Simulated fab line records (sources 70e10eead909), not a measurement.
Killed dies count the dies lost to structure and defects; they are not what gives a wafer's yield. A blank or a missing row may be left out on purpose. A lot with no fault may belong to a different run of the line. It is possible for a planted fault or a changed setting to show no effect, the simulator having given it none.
fab line records | flow nand-harc
[record] lots = 6 | wafers = 18 | last-day = 25
route steps=1159 shown P_START@1 P_ZERO_WELL@2 END@1159
lots that met no fault: taken from a fault-free run of the same line
start-h: the number of hours between the record's first day and the start of the first shown wafer of the lot | wait-h: hours from the lot's prior step to this one | " as in the row above | L1.1+2: a row that stands for several wafers | - no value present, or no start provided | * or withheld: withheld | < > ~ a bound
route shown NAME@n: names a module that has steps shown in the file, with the first one's number in the route | usual: mean and standard deviation over wafers with no fault | same: alike in all rows | chamber/n: place in a boat | sites: each site's reading | _std_site: the values' standard deviation | _edge_site: inner sites' mean taken away from outer sites' mean | radius-mm: for every site, how far away it sits from the centre of the wafer | mask NAME#n: copy n | behind: the last tool/chamber to shape the wafer | hold: why the lot was held/for how many hours/how that ended | device: which transistor (n, p or np) failed to switch | end of line: at the end of the route, the tests of the same wafers | a step without rows: its recipe alone | killed: dies lost to structure and defects at the first sort, not the wafer's yield | map: per-die view of a wafer (x killed, . not killed, _ where there is no die)
set.NAME: setting as actually run; set.NAME@STEP: the setting as run at that earlier step | model.NAME: the simulator's own value behind a step, which no gauge read
a table for each step, a row for each wafer; lots at some steps of the route
services: when a tool's chamber went out of use (start-h, in hours from the record's first day, below 0 if earlier), for how many hours, and the reason
[[steps]]
[step NHARC_P_START_INSPECT_01]
[usual] raw-defect-count = 3.7/2
lot.wafer | tool              | chamber | start-h | wait-h | raw-defect-count
L823.2    | defect-inspect-02 | -       | 48.04   | -      | 5
L823.3    | "                 | -       | "       | "      | 4
L823.4    | "                 | -       | "       | "      | 3
L825.1    | defect-inspect-02 | -       | 60.04   | -      | 2
L825.4    | "                 | -       | "       | "      | 4
L825.6    | "                 | -       | "       | "      | 2
L828.1    | defect-inspect-02 | -       | 78.04   | -      | 4
L828.4    | "                 | -       | "       | "      | 3
L828.5    | "                 | -       | "       | "      | 7
L836.1    | defect-inspect-02 | -       | 126.04  | -      | 2
L836.2    | "                 | -       | "       | "      | 2
L836.3    | "                 | -       | "       | "      | 1
L839.1    | defect-inspect-02 | -       | 144.04  | -      | 4
L839.2    | "                 | -       | "       | "      | 3
L839.4    | "                 | -       | "       | "      | 6
L840.2    | defect-inspect-02 | -       | 150.04  | -      | 4
L840.3    | "                 | -       | "       | "      | 3
L840.4    | "                 | -       | "       | "      | 5
[step NHARC_P_ZERO_WELL_PRECLEAN_00]
[recipe] time-s = 600 | temp-c = 120 | chemistry = SPM
[step NHARC_P_ZERO_WELL_SRD_01]
[step NHARC_P_ZERO_WELL_PECVD_02]
[recipe] target-thk-a = 100 | temp-c = 400 | pressure-torr = 6.5 | rf-w = withheld | teos-flow-sccm = withheld | flow-sccm = 2650 | target-thk-nm = 10 | gas = O2 | material = SiO2
[step NHARC_P_ZERO_WELL_DEHYDRATE_03]
[recipe] temp-c = 150 | time-s = 120
[step NHARC_P_ZERO_WELL_HMDS_04]
[recipe] time-s = 30
[step NHARC_P_ZERO_WELL_COAT_64]
[recipe] temp-c = 200 | time-s = 65
[step NHARC_P_ZERO_WELL_COAT_05]
[recipe] spin-rpm = 2000 | resist-thk-nm = 600
[step NHARC_P_ZERO_WELL_SOFTBAKE_06]
[recipe] temp-c = 125 | time-s = 70
[step NHARC_P_ZERO_WELL_EBR_07]
[step NHARC_P_ZERO_WELL_EXPOSE_08]
[recipe] na = 0.55 | target-cd-nm = 500 | dose-mj = 33.8 | mask-id = P_ZERO
[step NHARC_P_ZERO_WELL_PEB_09]
[recipe] peb-temp-c = 128 | peb-time-s = 80
[usual] chill-plate-temp-C = 22.98/0.11 | heater-power-total-W = 189.8/0.76
lot.wafer | tool           | chamber | start-h | wait-h | chill-plate-temp-C | heater-power-total-W
L823.2    | litho-track-03 | 0       | 49.16   | 0.1    | 23.16              | 189.0
L823.3    | "              | 0       | "       | "      | 23.05              | 190.5
L823.4    | "              | 0       | "       | "      | 23.03              | 189.9
L825.1    | litho-track-03 | 0       | 61.15   | 0.1    | 22.79              | 195.8
L825.4    | "              | 0       | "       | "      | 22.99              | 193.8
L825.6    | "              | 0       | "       | "      | 22.85              | 190.2
L828.1    | litho-track-03 | 0       | 79.38   | 0.1    | 22.98              | 194.1
L828.4    | "              | 0       | "       | "      | 22.81              | 194.2
L828.5    | "              | 0       | "       | "      | 22.76              | 189.0
L836.1    | litho-track-02 | 0       | 127.06  | 0.1    | 23.01              | 188.7
L836.2    | "              | 0       | "       | "      | 22.95              | 189.5
L836.3    | "              | 0       | "       | "      | 23.05              | 190.5
L839.1    | litho-track-03 | 0       | 145.05  | 0.1    | 22.77              | 189.6
L839.2    | "              | 0       | "       | "      | 22.89              | 188.5
L839.4    | "              | 0       | "       | "      | 22.89              | 189.7
L840.2    | litho-track-02 | 0       | 151.17  | 0.1    | 23.20              | 188.8
L840.3    | "              | 0       | "       | "      | 23.20              | 189.1
L840.4    | "              | 0       | "       | "      | 23.06              | 190.6
[step NHARC_P_ZERO_WELL_DEVELOP_10]
[recipe] time-s = 50 | dev-temp-c = 22
[step NHARC_END_SORT_01]
[recipe] temp-c = 25
[usual] killed-at-array = 28/8.6 | killed-at-other = 0.7/1.2 | killed-at-periphery = 3.1/2.3 | killed-dies = 32/8.7 | killed-open = 3.2/1.7 | killed-short = 2.0/1.5
[same] gross-dies = 677
lot.wafer | tool      | chamber | start-h | wait-h | killed-at-array | killed-at-other | killed-at-periphery | killed-dies | killed-open | killed-short
L825.1    | prober-01 | 0       | 485.14  | 2.5    | 14              | 0               | 11                  | 25          | 2           | 0
L825.4    | prober-01 | 0       | 487.50  | 3.4    | 22              | 0               | 8                   | 30          | 2           | 2
L825.6    | prober-01 | 0       | 489.08  | 3.9    | 23              | 2               | 6                   | 31          | 5           | 3
L823.2    | prober-02 | 0       | 493.73  | 2.8    | 24              | 0               | 2                   | 26          | 3           | 0
L823.3    | prober-02 | 0       | 494.53  | 3.1    | 27              | 0               | 4                   | 31          | 1           | 4
L823.4    | prober-02 | 0       | 495.33  | 3.4    | 26              | 0               | 1                   | 27          | 2           | 0
L836.1    | prober-02 | 0       | 546.36  | 2.5    | 12              | 0               | 3                   | 15          | 2           | 4
L836.2    | prober-02 | 0       | 547.15  | 2.8    | 22              | 0               | 1                   | 23          | 7           | 1
L836.3    | prober-02 | 0       | 547.95  | 3.1    | 16              | 0               | 2                   | 18          | 2           | 1
L840.2    | prober-02 | 0       | 583.25  | 2.8    | 38              | 0               | 3                   | 41          | 2           | 0
L840.3    | prober-02 | 0       | 584.06  | 3.1    | 27              | 2               | 5                   | 34          | 2           | 1
L840.4    | prober-02 | 0       | 584.86  | 3.4    | 38              | 0               | 3                   | 41          | 5           | 1
// killed by level:class
L825.1 A_SLIT:chamber-film-flake=7 P_CONTACT:chamber-film-flake=5 P_ZERO_WELL:chamber-film-flake=4 P_CONTACT:geometric-particle:open=2 A_CHANNEL_HOLE_D1:chamber-film-flake=2 A_STAIRCASE:chamber-film-flake=2 A_M1:chamber-film-flake=2 A_CONTACT:chamber-film-flake=1
L825.4 A_SLIT:chamber-film-flake=10 P_CONTACT:chamber-film-flake=4 A_STAIRCASE:chamber-film-flake=3 A_M1:chamber-film-flake=3 A_ZERO_WELL:chamber-film-flake=2 P_CONTACT:geometric-particle:short=1 P_CONTACT:geometric-particle:open=1 A_ONON_D1:geometric-particle:open=1
L825.6 A_SLIT:chamber-film-flake=10 A_CHANNEL_HOLE_D1:chamber-film-flake=4 P_ZERO_WELL:chamber-film-flake=2 P_STI:chamber-film-flake=2 P_CONTACT:chamber-film-flake=2 A_ONON_D1:geometric-particle:open=1 A_CHANNEL_HOLE_D1:geometric-particle:short=1 A_CHANNEL_FILL_D1:geometric-particle:open=1
L823.2 A_SLIT:chamber-film-flake=9 A_CHANNEL_HOLE_D1:chamber-film-flake=6 A_STAIRCASE:chamber-film-flake=4 A_M0:geometric-particle:open=2 P_M0:geometric-particle:open=1 P_STI:chamber-film-flake=1 A_ZERO_WELL:chamber-film-flake=1 A_WL_FILL:chamber-film-flake=1
L823.3 A_SLIT:chamber-film-flake=12 A_CHANNEL_HOLE_D1:chamber-film-flake=5 A_STAIRCASE:chamber-film-flake=3 A_CONTACT:chamber-film-flake=2 P_STI:geometric-particle:open=1 P_M0:geometric-particle:short=1 A_SOURCE_PLATE:geometric-particle:short=1 A_ONON_D1:geometric-particle:short=1
L823.4 A_SLIT:chamber-film-flake=10 A_CHANNEL_HOLE_D1:chamber-film-flake=5 A_STAIRCASE:chamber-film-flake=4 A_CHANNEL_FILL_D1:chamber-film-flake=3 A_CONTACT:chamber-film-flake=2 P_M2:geometric-particle:open=1 A_CONTACT:geometric-particle:open=1 A_M1:chamber-film-flake=1
L836.1 A_CONTACT:chamber-film-flake=5 P_GATE:geometric-particle:short=1 P_M0:geometric-particle:open=1 A_CHANNEL_FILL_D1:geometric-particle:short=1 A_WL_FILL:geometric-particle:short=1 A_CONTACT:geometric-particle:open=1 A_M1:geometric-particle:short=1 P_ZERO_WELL:chamber-film-flake=1
L836.2 A_CHANNEL_HOLE_D1:chamber-film-flake=8 A_CONTACT:chamber-film-flake=7 A_BLC:geometric-particle:open=2 P_M0:geometric-particle:open=1 A_ONON_D1:geometric-particle:open=1 A_CHANNEL_FILL_D1:geometric-particle:open=1 A_WL_FILL:geometric-particle:open=1 A_WL_FILL:geometric-particle:short=1
L836.3 A_CHANNEL_HOLE_D1:chamber-film-flake=6 A_CONTACT:chamber-film-flake=6 A_ONON_D1:geometric-particle:short=1 A_BLC:geometric-particle:open=1 A_M0:geometric-particle:open=1 P_STI:chamber-film-flake=1 P_M2:chamber-film-flake=1 A_SLIT:chamber-film-flake=1
L840.2 A_SLIT:chamber-film-flake=19 A_CHANNEL_HOLE_D1:chamber-film-flake=10 A_STAIRCASE:chamber-film-flake=3 A_CONTACT:chamber-film-flake=3 A_CHANNEL_FILL_D1:geometric-particle:open=1 A_CONTACT:geometric-particle:open=1 P_STI:chamber-film-flake=1 P_GATE:chamber-film-flake=1
L840.3 A_SLIT:chamber-film-flake=15 A_CHANNEL_HOLE_D1:chamber-film-flake=8 P_GATE:chamber-film-flake=2 A_STAIRCASE:chamber-film-flake=2 THIN_TSV:chamber-film-flake=2 P_GATE:geometric-particle:short=1 P_CONTACT:geometric-particle:open=1 A_CONTACT:geometric-particle:open=1
L840.4 A_SLIT:chamber-film-flake=20 A_CHANNEL_HOLE_D1:chamber-film-flake=5 A_STAIRCASE:chamber-film-flake=4 A_CONTACT:chamber-film-flake=2 A_SOURCE_PLATE:geometric-particle:open=1 A_ONON_D1:geometric-particle:open=1 A_CHANNEL_HOLE_D1:geometric-particle:open=1 A_SGD_CUT:geometric-particle:open=1
[[services]]
tool           | chamber | start-h | hours | kind
litho-track-03 | -       | 38.00   | 7.0   | pm
[[key]]
[first-sign] step = NHARC_P_ZERO_WELL_PEB_09 | reading = heater-power-total-W | direction = up | sigmas = 6.1 | usual = * | struck = *
effect none on later readings
met-at NHARC_P_ZERO_WELL_PEB_09
struck-wafers L825.1,L825.4,L828.1,L828.4
tester-left-out L825,L828
onset-between 49.16 61.15
[fault] kind = process-parameter-drift | tool = litho-track-03 | chamber = - | onset-h = 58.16 | steps = NHARC_P_ZERO_WELL_PEB_09 | channel = peb-time-s | offset = * | shape = step | end-h = 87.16 | scope = struck-wafers-only | acts-in = * | stated = *
// tester-left-out: of these lots the tester's yield and bins aren't shown, on N5 and GAA mostly nor the transistor test; their killed dies are dies lost to structure and defects alone, not to doping, threshold or leakage, so they don't give the yield
